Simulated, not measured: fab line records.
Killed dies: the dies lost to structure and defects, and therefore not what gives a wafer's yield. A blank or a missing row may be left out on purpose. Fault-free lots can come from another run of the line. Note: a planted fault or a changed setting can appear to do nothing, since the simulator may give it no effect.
Chamber matching :: flow nand_harc :: ald_hk-03 running NHARC_A_STAIRCASE_ALD_420: 4 sister chambers
The step deposits SiO2, target thk 20 nm, pulse time 6 s, ald cycles 200. 4 wafers are shown with their chamber, then 10 later ones without.

== WAFERS WITH THEIR CHAMBER ==
wafer: L087.2
chamber: 3
heater_power_w (W): 441

wafer: L089.5
chamber: 1
heater_power_w (W): 477

wafer: L090.2
chamber: 2
heater_power_w (W): 466

wafer: L090.4
chamber: 0
heater_power_w (W): 417

== WAFERS WITHOUT THEIR CHAMBER ==
wafer: L090.5
heater_power_w (W): 452

wafer: L090.1
heater_power_w (W): 484

wafer: L090.3
heater_power_w (W): 445

wafer: L090.6
heater_power_w (W): 468

wafer: L092.1
heater_power_w (W): 453

wafer: L092.2
heater_power_w (W): 445

wafer: L092.5
heater_power_w (W): 454

wafer: L093.3
heater_power_w (W): 490

wafer: L093.5
heater_power_w (W): 412

wafer: L093.6
heater_power_w (W): 498

== THE CHAMBER EACH PASSED THROUGH ==
wafer: L090.5
from the rows above: can't be placed: 3 or 2 or 1
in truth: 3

wafer: L090.1
from the rows above: can't be placed: 1 or 2
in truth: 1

wafer: L090.3
from the rows above: can't be placed: 3 or 2
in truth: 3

wafer: L090.6
from the rows above: can't be placed: 2 or 1
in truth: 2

wafer: L092.1
from the rows above: can't be placed: 3 or 2 or 1
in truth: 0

wafer: L092.2
from the rows above: can't be placed: 3 or 2
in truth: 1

wafer: L092.5
from the rows above: can't be placed: 2 or 3 or 1
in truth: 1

wafer: L093.3
from the rows above: can't be placed: 1 or 2
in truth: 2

wafer: L093.5
from the rows above: 0
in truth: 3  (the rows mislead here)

wafer: L093.6
from the rows above: can't be placed: 1 or 2
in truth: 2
Correctly placed: 0 of 10. Cannot be placed on the basis of these rows: 9; the candidates contain the true chamber in 7. Number placed wrongly: 1.
How it was worked out, from the rows above alone: a wafer's distance from a chamber is the root of the sum, over the readings, of the square of ((its reading less the chamber's mean) divided by the reading's scatter). If the next closest chamber is less than 2 further off than the closest, the wafer can't be placed; otherwise it belongs to the closest. The mean given for a chamber averages the wafers shown for that chamber. The scatter: root of mean squared gap, hidden wafer to nearest shown wafer, with one shown wafer a chamber.
